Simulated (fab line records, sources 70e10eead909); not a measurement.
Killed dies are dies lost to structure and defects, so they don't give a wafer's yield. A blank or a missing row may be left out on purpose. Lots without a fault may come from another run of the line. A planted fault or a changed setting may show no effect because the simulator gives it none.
fab line records | flow nand_harc
record lots=14 wafers=42 last_day=32
route steps=1302 shown A_CONTACT@1098 A_BLC@1130 A_M0@1147
lots that met no fault: from a run of the same line without faults
start_h: hours from the record's first day to the start of the lot's first wafer shown | wait_h: hours since the lot's step before | " the same as in the row above | L1.1+2: a row that stands for several wafers | - no value, or no start given | * or withheld: withheld | < > ~ a bound
route shown NAME@n: a module of which the file shows steps, and the number in the route of the first | usual: mean/standard deviation of fault-free wafers | same: alike in all rows | chamber/n: place in a boat | sites: the reading at each site | _std_site: their standard deviation | _edge_site: outer sites' mean less inner sites' | radius_mm: how far each site lies from the wafer's centre | mask NAME#n: copy n | behind: the tool/chamber that last shaped the wafer | hold: why the lot was held/for how many hours/how that ended | device: the transistor (n, p or np) that didn't switch | end of line: the same wafers' tests at the end of the route | a step without rows: its recipe alone | killed: dies lost to structure and defects at the first sort, not the wafer's yield | map: a wafer's dies, x killed, . not, _ none there
set.NAME: the setting as run; set.NAME@STEP: as run at that earlier step | model.NAME: the simulator's own value behind a step, which no gauge read
steps of the route over a sample of lots; a table a step, a row a wafer
services: from which hour (start_h, from the record's first day; less than 0 if before it) a tool's chamber was out of use, for how many hours, and why
## steps
# step NHARC_A_CONTACT_ETCH_110
# recipe target_depth_a=600 overetch_a=60 time_s=33 ion_energy_ev=100 cf4_flow_sccm=80 o2_flow_sccm=20 ar_flow_sccm=0 rf_w=300 bias_w=100 chemistry=CF4/O2
# usual drypump_motor_current_A=5.6/0.36 oes_product_au=1.003/0.0098 rf_vpp_V=198.3/1.5 showerhead_plenum_p_Torr=1.35/0.059 throttle_valve_pct=13.398/0.011
# columns lot.wafer tool chamber start_h wait_h drypump_motor_current_A oes_product_au rf_hours_counter_h rf_vpp_V showerhead_plenum_p_Torr throttle_valve_pct
L530.2 rie_diel-12 2 514.30 0.1 5.7 1.007 10 200.0 1.41 13.393
L530.4 " 3 " " 5.4 0.996 10 200.2 1.40 13.388
L530.1 " 0 " " 5.5 0.996 12 199.9 1.44 13.404
L531.2 rie_diel-08 0 531.31 0.1 5.6 1.001 52 198.5 1.35 13.412
L531.4 " 2 " " 5.7 0.996 51 196.0 1.26 13.399
L531.5 " 0 " " 5.6 1.004 - 199.5 1.35 13.393
L533.1 rie_diel-08 0 541.92 0.1 5.6 1.005 53 197.6 1.35 13.399
L533.4 " 2 " " 5.7 0.981 53 197.5 1.26 13.390
L533.6 " 3 " " 5.0 1.012 - 197.7 1.35 13.392
L534.2 rie_diel-03 3 556.49 0.1 5.7 1.013 33 200.0 1.43 13.399
L534.6 " 0 " " 5.3 1.016 - 195.9 1.29 13.406
L534.4 " 2 " " 4.8 0.997 - 196.7 1.29 13.387
L538.2 rie_diel-08 2 597.82 0.1 5.7 0.993 17 196.2 1.26 13.389
L538.4 " 0 " " 5.6 1.009 13 199.0 1.35 13.402
L538.6 " 1 " " 5.6 1.006 - 200.4 1.41 13.394
L537.4 rie_diel-12 2 601.46 0.1 5.8 1.001 24 199.2 1.41 13.406
L537.2 " 3 " " 5.4 1.006 25 199.0 1.40 13.389
L537.5 " 3 " " 5.4 0.997 - 198.1 1.39 13.414
L540.3 rie_diel-12 0 612.09 0.1 5.6 0.997 30 199.8 1.44 13.387
L540.4 " 1 " " 6.0 0.994 28 198.8 1.35 13.405
L540.6 " 1 " " 6.0 0.996 - 196.6 1.35 13.415
L539.4 rie_diel-12 2 613.12 0.1 5.8 0.996 27 199.2 1.41 13.406
L539.1 " 3 " " 5.4 0.996 26 199.8 1.39 13.400
L539.2 " 0 " " 5.6 0.997 31 199.5 1.44 13.403
L542.2 rie_diel-12 0 632.44 0.1 5.5 0.989 0 201.2 1.44 13.394
L542.3 " 1 " " 6.0 1.005 0 197.9 1.35 13.398
L542.6 " 3 " " 5.4 0.996 - 199.9 1.39 13.406
L541.1 rie_diel-08 1 634.73 0.1 5.6 0.999 24 199.7 1.40 13.403
L541.2 " 2 " " 5.7 0.999 26 197.7 1.26 13.385
L541.6 " 0 " " 5.6 1.006 - 197.7 1.34 13.387
L543.4 rie_diel-03 3 646.68 0.1 5.6 1.001 0 199.0 1.42 13.399
L543.2 " 0 " " 5.3 1.019 0 197.5 1.28 13.408
L543.5 " 2 " " 4.8 1.020 - 198.1 1.29 13.394
L548.1 rie_diel-08 2 697.74 0.0 5.7 0.995 48 195.2 1.25 13.401
L548.4 " 0 " " 5.6 0.999 47 198.0 1.34 13.410
L548.2 " 1 " " 5.6 0.986 42 198.4 1.40 13.408
L549.2 rie_diel-12 1 706.36 0.1 6.0 0.996 13 198.1 1.35 13.415
L549.5 " 3 " " 5.4 0.996 - 198.5 1.39 13.396
L549.6 " 0 " " 5.6 1.005 - 200.3 1.44 13.397
L550.3 rie_diel-03 2 724.19 0.1 4.8 1.015 29 196.0 1.28 13.379
L550.6 " 3 " " 5.6 1.002 - 199.5 1.41 13.384
L550.5 " 0 " " 5.2 1.022 - 196.2 1.28 13.395
# step NHARC_A_BLC_PVD_32
# recipe target_thk_a=50 chamber_pressure_pa=5 power_w=5000 substrate_temp_c=200 time_s=17.7 material=Ti
# usual throttle_valve_pct=29.9/0.77
# columns lot.wafer tool chamber start_h wait_h throttle_valve_pct
L530.1 pvd_sputter-03 - - - 29.2
L530.4 " - " " 30.6
L530.2 " - " " 28.8
L531.2 pvd_sputter-01 - - - 29.8
L531.4 " - " " 29.4
L531.5 " - " " 29.8
L533.1 pvd_sputter-03 - - - 29.3
L533.4 " - " " 31.0
L533.6 " - " " 30.2
L534.4 pvd_sputter-02 - - - 30.3
L534.2 " - " " 30.3
L534.6 " - " " 30.6
L538.4 pvd_sputter-02 - - - 31.4
L538.2 " - " " 29.2
L538.6 " - " " 31.3
L537.2 pvd_sputter-02 - - - 29.3
L537.4 " - " " 30.2
L537.5 " - " " 31.6
L540.4 pvd_sputter-02 - - - 29.2
L540.3 " - " " 30.2
L540.6 " - " " 31.2
L539.2 pvd_sputter-03 - - - 28.8
L539.4 " - " " 30.0
L539.1 " - " " 28.9
L542.3 pvd_sputter-02 - - - 29.2
L542.2 " - " " 31.3
L542.6 " - " " 29.3
L541.1 pvd_sputter-03 - - - 29.4
L541.2 " - " " 30.1
L541.6 " - " " 28.9
L543.4 pvd_sputter-02 - - - 29.0
L543.2 " - " " 30.8
L543.5 " - " " 28.9
L548.1 pvd_sputter-01 - - - 29.5
L548.2 " - " " 30.7
L548.4 " - " " 29.6
L549.2 pvd_sputter-02 - - - 30.9
L549.5 " - " " 30.3
L549.6 " - " " 29.9
L550.3 pvd_sputter-01 - - - 30.9
L550.5 " - " " 30.9
L550.6 " - " " 29.5
# step NHARC_A_BLC_CVD_24
# recipe target_thk_a=1500 temp_c=300 pressure_torr=40 wf6_flow_sccm=40 h2_flow_sccm=1600 ar_flow_sccm=1560 time_s=434 material=W
# usual chamber_pressure_Torr=40.01/0.088 heater_power_w=481/26 throttle_valve_pct=8.04/0.29
# columns lot.wafer tool chamber start_h wait_h chamber_pressure_Torr heater_power_w throttle_valve_pct
L530.1 cvd_w-02 1 519.17 - 40.04 457 8.72
L530.2 " 0 " " 39.95 446 8.38
L530.4 " 1 " " 40.03 475 8.27
L531.2 cvd_w-02 0 536.17 - 40.06 452 8.06
L531.4 " 0 " " 39.90 451 8.31
L531.5 " 1 " " 39.90 463 8.30
L533.1 cvd_w-01 1 546.96 - 39.89 480 7.53
L533.4 " 0 " " 39.96 533 7.85
L533.6 " 1 " " 39.91 486 7.81
L534.2 cvd_w-02 0 562.38 - 39.96 453 8.06
L534.4 " 1 " " 40.05 457 8.50
L534.6 " 0 " " 40.03 457 8.19
L538.2 cvd_w-01 1 602.67 - 40.10 495 7.54
L538.4 " 0 " " 39.90 519 7.69
L538.6 " 0 " " 40.08 510 7.76
L537.2 cvd_w-02 0 606.18 - 40.07 450 8.10
L537.4 " 1 " " 40.11 451 8.26
L537.5 " 0 " " 39.92 456 8.42
L540.3 cvd_w-02 1 617.30 - 40.07 471 8.47
L540.4 " 0 " " 40.04 462 8.34
L540.6 " 0 " " 40.14 460 8.29
L539.2 cvd_w-01 0 618.02 - 40.01 500 8.05
L539.1 " 1 " " 39.99 496 7.61
L539.4 " 1 " " 39.97 495 7.70
L542.2 cvd_w-01 1 637.49 - 40.01 501 7.51
L542.3 " 0 " " 40.05 518 7.86
L542.6 " 0 " " 40.08 528 7.71
L541.1 cvd_w-01 0 639.61 - 40.03 509 7.88
L541.2 " 1 " " 40.07 493 7.74
L541.6 " 1 " " 40.09 494 7.98
L541.1 cvd_w-01 0 640.29 0.6 40.03 521 7.99
L541.2 " 1 " " 40.03 491 7.61
L541.6 " 1 " " 39.97 499 7.70
L543.2 cvd_w-02 1 652.19 - 39.97 451 8.20
L543.4 " 0 " " 39.99 444 8.02
L543.5 " 1 " " 40.00 466 8.04
L548.2 cvd_w-01 0 702.59 - 39.98 504 7.78
L548.1 " 1 " " 39.87 500 7.77
L548.4 " 1 " " 39.96 500 8.14
L548.2 cvd_w-01 0 703.28 0.6 40.01 518 7.84
L548.1 " 1 " " 40.01 500 7.86
L548.4 " 1 " " 39.92 496 7.94
L549.2 cvd_w-02 1 711.36 - 40.03 455 8.16
L549.6 " 0 " " 39.99 461 8.29
L549.5 " 1 " " 40.00 451 8.21
L550.3 cvd_w-02 0 729.23 - 39.88 455 8.39
L550.6 " 0 " " 39.99 448 8.35
L550.5 " 1 " " 39.91 464 8.11
# step NHARC_A_BLC_CMP_25
# recipe t_overpolish_s=30 target_thk_nm=150
# usual motor_current_A=12.1/0.85 overpolish_run_s=30.001/0.0085 time_to_endpoint_s=30.7/2.8
# columns lot.wafer tool chamber start_h wait_h motor_current_A overpolish_run_s time_to_endpoint_s
L530.1 cmp-02 3 519.70 0.5 13.6 30.005 32.2
L530.2 " 1 " " 11.9 30.012 35.9
L530.4 " 2 " " 12.2 29.984 38.0
L531.2 cmp-01 2 536.70 0.5 12.2 30.003 32.1
L531.4 " 1 " " 11.7 29.995 30.9
L531.5 " 2 " " 11.8 29.993 35.1
L533.1 cmp-03 1 547.49 0.5 10.9 30.000 30.2
L533.4 " 0 " " 12.2 30.013 34.5
L533.6 " 1 " " 11.3 30.015 28.8
L534.4 cmp-03 0 562.92 0.2 12.0 29.989 26.3
L534.2 " 2 " " 13.1 29.990 24.5
L534.6 " 0 " " 12.0 30.002 25.4
L538.4 cmp-02 2 603.25 0.3 12.3 29.995 32.1
L538.2 " 3 " " 13.9 29.987 26.4
L538.6 " 0 " " 13.4 30.013 31.3
L537.2 cmp-01 2 606.71 0.4 11.6 30.008 34.7
L537.4 " 0 " " 12.1 30.011 30.9
L537.5 " 2 " " 11.7 30.000 32.8
L540.4 cmp-03 3 617.71 0.3 11.2 29.993 31.5
L540.3 " 1 " " 11.0 30.021 29.0
L540.6 " 3 " " 11.1 30.012 29.7
L539.2 cmp-02 2 618.55 0.5 12.2 29.992 28.8
L539.4 " 3 " " 13.4 30.004 28.7
L539.1 " 1 " " 11.9 29.995 31.4
L542.2 cmp-03 1 638.02 0.5 10.8 29.998 30.7
L542.3 " 2 " " 12.6 29.991 31.0
L542.6 " 2 " " 12.6 30.003 30.7
L541.2 cmp-02 3 640.88 0.4 12.9 30.006 64.2
L541.1 " 0 " " 13.4 29.998 62.6
L541.6 " 3 " " 13.2 30.010 58.1
L543.2 cmp-01 3 652.68 0.4 11.0 30.004 28.9
L543.4 " 2 " " 11.9 29.983 33.9
L543.5 " 3 " " 11.4 29.990 28.4
L548.4 cmp-03 0 703.87 0.3 12.4 29.998 61.5
L548.2 " 1 " " 11.0 29.989 60.0
L548.1 " 2 " " 13.0 29.994 59.3
L549.2 cmp-03 2 711.98 0.5 13.2 29.995 29.4
L549.5 " 0 " " 12.2 29.996 29.8
L549.6 " 1 " " 10.0 29.999 28.5
L550.3 cmp-02 0 729.68 0.4 12.3 30.009 27.6
L550.6 " 1 " " 11.2 30.000 30.4
L550.5 " 2 " " 11.4 30.001 32.9
# step NHARC_A_M0_CD_MEAS_09
# recipe target_cd_nm=80 landing_energy_ev=500
# usual cd_nm=79.8/0.72
# columns lot.wafer tool chamber start_h wait_h cd_nm
L530.1 cd_sem-03 0 521.01 - 77.9
L530.2 " 0 " " 78.8
L530.4 " 0 " " 80.3
L531.2 cd_sem-01 0 538.16 - 79.5
L531.4 " 0 " " 79.5
L531.5 " 0 " " 79.2
L533.1 cd_sem-01 0 548.74 - 79.9
L533.4 " 0 " " 79.2
L533.6 " 0 " " 79.9
L534.2 cd_sem-03 0 564.23 - 79.7
L534.4 " 0 " " 79.6
L534.6 " 0 " " 79.4
L538.2 cd_sem-01 0 604.51 - 81.0
L538.4 " 0 " " 79.7
L538.6 " 0 " " 80.1
L537.2 cd_sem-01 0 608.00 - 80.3
L537.4 " 0 " " 80.2
L537.5 " 0 " " 80.6
L540.3 cd_sem-03 0 618.99 - 79.9
L540.4 " 0 " " 79.6
L540.6 " 0 " " 79.5
L539.1 cd_sem-03 0 619.85 - 80.7
L539.2 " 0 " " 79.7
L539.4 " 0 " " 80.5
L542.2 cd_sem-03 0 639.70 - 79.8
L542.3 " 0 " " 79.3
L542.6 " 0 " " 79.7
L541.1 cd_sem-01 0 642.08 - 79.6
L541.2 " 0 " " 79.1
L541.6 " 0 " " 78.4
L543.2 cd_sem-02 0 653.98 - 79.5
L543.4 " 0 " " 80.3
L543.5 " 0 " " 80.5
L548.1 cd_sem-01 0 705.15 - 81.1
L548.2 " 0 " " 80.6
L548.4 " 0 " " 80.0
L549.2 cd_sem-03 0 713.13 - 79.1
L549.5 " 0 " " 78.0
L549.6 " 0 " " 78.7
L550.3 cd_sem-02 0 731.41 - 79.4
L550.5 " 0 " " 80.0
L550.6 " 0 " " 79.6
## services
# columns tool chamber start_h hours kind
cmp-02 - 526.72 4.0 pm
cmp-02 - 536.40 1.9 repair
rie_diel-08 1 542.38 3.7 repair
rie_diel-08 - 545.21 9.0 pm
cmp-02 - 546.22 0.2 repair
cvd_w-01 - 547.40 13.0 pm
cmp-03 - 554.00 4.0 pm
rie_diel-12 1 577.49 3.9 repair
cmp-02 - 579.30 1.3 repair
rie_diel-12 3 581.30 1.6 repair
cvd_w-02 - 583.97 0.3 repair
cmp-03 - 595.90 1.5 repair
rie_diel-12 - 622.40 9.0 pm
cmp-02 - 624.72 4.0 pm
cvd_w-02 - 631.00 13.0 pm
pvd_sputter-02 - 638.02 10.0 pm
rie_diel-08 1 648.37 9.1 repair
rie_diel-08 - 650.22 0.5 repair
cmp-03 - 652.00 4.0 pm
rie_diel-08 - 666.91 0.3 repair
rie_diel-12 0 673.93 16.8 repair
pvd_sputter-02 - 677.03 4.9 repair
pvd_sputter-02 - 684.54 4.1 repair
cvd_w-01 - 728.40 13.0 pm
## key
first_sign step=NHARC_A_BLC_CVD_24 reading=visit direction=added
effect step=NHARC_A_BLC_CMP_25 reading=time_to_endpoint_s direction=up sigmas=11 usual=* struck=*
met_at NHARC_A_BLC_CVD_24
struck_lots L541,L548
sort_left_out L541.1,L541.2,L541.6,L548.1,L548.2,L548.4
tester_left_out L541,L548
not_acting_at NHARC_A_CONTACT_ETCH_110,NHARC_A_BLC_PVD_32,NHARC_A_M0_CD_MEAS_09
fault kind=repeated_step_whole tool=cvd_w-01,cvd_w-02 chamber=- onset_h=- steps=NHARC_A_BLC_CVD_24 times=1 scope=struck_lots_only
# tester_left_out: of these lots the tester's yield and bins aren't shown, on N5 and GAA mostly nor the transistor test; their killed dies are dies lost to structure and defects alone, not to doping, threshold or leakage, so they don't give the yield
# sort_left_out: the simulated sort isn't trusted on such a fault, so these wafers' sort isn't shown, and their yield isn't known
